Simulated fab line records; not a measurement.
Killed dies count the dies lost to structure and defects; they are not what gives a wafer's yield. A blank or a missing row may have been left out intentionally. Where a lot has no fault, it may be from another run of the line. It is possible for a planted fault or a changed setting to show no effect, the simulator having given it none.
Matching of chambers -- flow n5 finfet -- 4 sister chambers for N5_BEOL_M2_ALD_84 on ald metal-03
The step deposits TaN, pulse time 2 s, purge time 3 s, co reactant purge time 2 s. 8 wafers are shown with their chamber, then 9 later ones without.

WAFERS, EACH WITH ITS CHAMBER
wafer,chamber,heater power w (W)
L083.3,1,501
L088.2,3,462
L089.2,3,464
L089.3,2,376
L089.5,1,512
L090.3,0,368
L090.4,2,390
L090.5,0,370

WAFERS WITHOUT THEIR CHAMBER
wafer,heater power w (W)
L093.2,384
L093.3,465
L093.4,509
L091.1,374
L091.2,457
L091.3,382
L094.1,462
L094.5,369
L094.6,457

EACH ONE'S CHAMBER
wafer,from the rows above,in truth
L093.2,2,2
L093.3,3,3
L093.4,1,1
L091.1,can't be placed: 0 or 2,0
L091.2,3,3
L091.3,can't be placed: 2 or 0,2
L094.1,3,3
L094.5,0,0
L094.6,3,3
Correct placement for 7 of the 9. From these rows, 2 cannot be placed; in 2 the true chamber is one of the candidates. Placed wrongly: 0.
How it was worked out, from the rows above alone: a wafer's distance from a chamber is the root of the sum, over the readings, of the square of ((its reading less the chamber's mean) divided by the reading's scatter). The wafer belongs to the nearest chamber; if the next one is less than 2 further off, it can't be placed. For every chamber, the mean is computed from those of its wafers that are shown. The scatter: take each reading less its chamber's mean, square it, sum over the shown wafers, divide by the number of wafers less the number of chambers, and take the root.
